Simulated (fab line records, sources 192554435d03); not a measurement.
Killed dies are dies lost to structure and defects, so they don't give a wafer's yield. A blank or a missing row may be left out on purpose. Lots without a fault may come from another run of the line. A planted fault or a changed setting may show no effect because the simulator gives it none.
One fault seen from 2 desks | flow n5_finfet | each desk has only its own numbers; what lay behind them comes last

THE METROLOGY DESK
What the gauges read, lot by lot, whatever tool the lot ran on: means of the sampled wafers that have a number. A lot is out of limits, marked OUT, if its mean lies more than 4 standard deviations from the usual mean; the brackets give that distance. Of its 10 readings 7 are shown: those that lie furthest out on some lot.
Columns: A = DIBL_P at N5_BEOL_M4_RC_MEAS_101, usual 36.3 mV/V; B = IOFF_P at N5_BEOL_M4_RC_MEAS_101, usual 0.21 nA/um; C = ION_N at N5_BEOL_M4_RC_MEAS_101, usual 671 uA/um; D = SS_N at N5_BEOL_M4_RC_MEAS_101, usual 71.8 mV/dec; E = SS_P at N5_BEOL_M4_RC_MEAS_101, usual 73.3 mV/dec; F = VT_N at N5_BEOL_M4_RC_MEAS_101, usual 250 mV; G = VT_P at N5_BEOL_M4_RC_MEAS_101, usual -250 mV
lot  | first seen here | A    | B    | C   | D    | E    | F   | G
L371 | day 9 20:43     | 37.6 | 0.26 | 677 | 72.0 | 73.7 | 247 | -247
L383 | day 12 15:49    | 36.3 | 0.18 | 666 | 71.4 | 73.2 | 254 | -254
L384 | day 12 18:53    | 36.2 | 0.21 | 675 | 72.0 | 73.3 | 251 | -253
L385 | day 13 02:47    | 33.4 | 0.20 | 657 | 71.3 | 72.5 | 252 | -249
L387 | day 13 11:58    | 33.3 | 0.20 | 667 | 70.9 | 73.1 | 252 | -249
This desk's finding: nothing out of limits on any of the 5 lots.

THE TOOL OWNER'S DESK: rie_si-04
The tool's own readings at N5_BEOL_M0_SAQP_MANDREL_ETCH_20 (etches a-Si in HBr/Cl2, stops on SiNx, target depth 60 nm, bt time 10 s, time 30 s): means of the sampled wafers that have a number, for each lot that ran on this tool. A lot is out of limits, marked OUT, if its mean lies more than 4 standard deviations from the usual mean; the brackets give that distance.
Columns: A = HBr_flow_sccm at N5_BEOL_M0_SAQP_MANDREL_ETCH_20, usual 150.0 sccm; B = drypump_motor_current_A at N5_BEOL_M0_SAQP_MANDREL_ETCH_20, usual 5.8 A; C = mfc_cl2_sccm at N5_BEOL_M0_SAQP_MANDREL_ETCH_20, usual 79.96 sccm; D = oes_product_au at N5_BEOL_M0_SAQP_MANDREL_ETCH_20, usual 0.780 a.u.; E = throttle_valve_pct at N5_BEOL_M0_SAQP_MANDREL_ETCH_20, usual 35.5 %
lot  | first seen here | A     | B   | C     | D     | E
L371 | day 7 05:23     | 149.8 | 5.4 | 80.21 | 0.771 | 35.6
L383 | day 10 08:32    | 150.1 | 5.9 | 79.86 | 0.774 | 35.6
L384 | day 10 11:28    | 150.3 | 5.6 | 80.01 | 0.780 | 35.6
L385 | day 10 18:56    | 150.1 | 5.7 | 80.03 | 0.769 | 35.6
This desk's finding: nothing out of limits on any of the 4 lots.

PUT TOGETHER
The metrology desk saw nothing out of limits.
The tool owner's desk saw nothing out of limits.

WHAT THE SIMULATOR HAD PUT IN
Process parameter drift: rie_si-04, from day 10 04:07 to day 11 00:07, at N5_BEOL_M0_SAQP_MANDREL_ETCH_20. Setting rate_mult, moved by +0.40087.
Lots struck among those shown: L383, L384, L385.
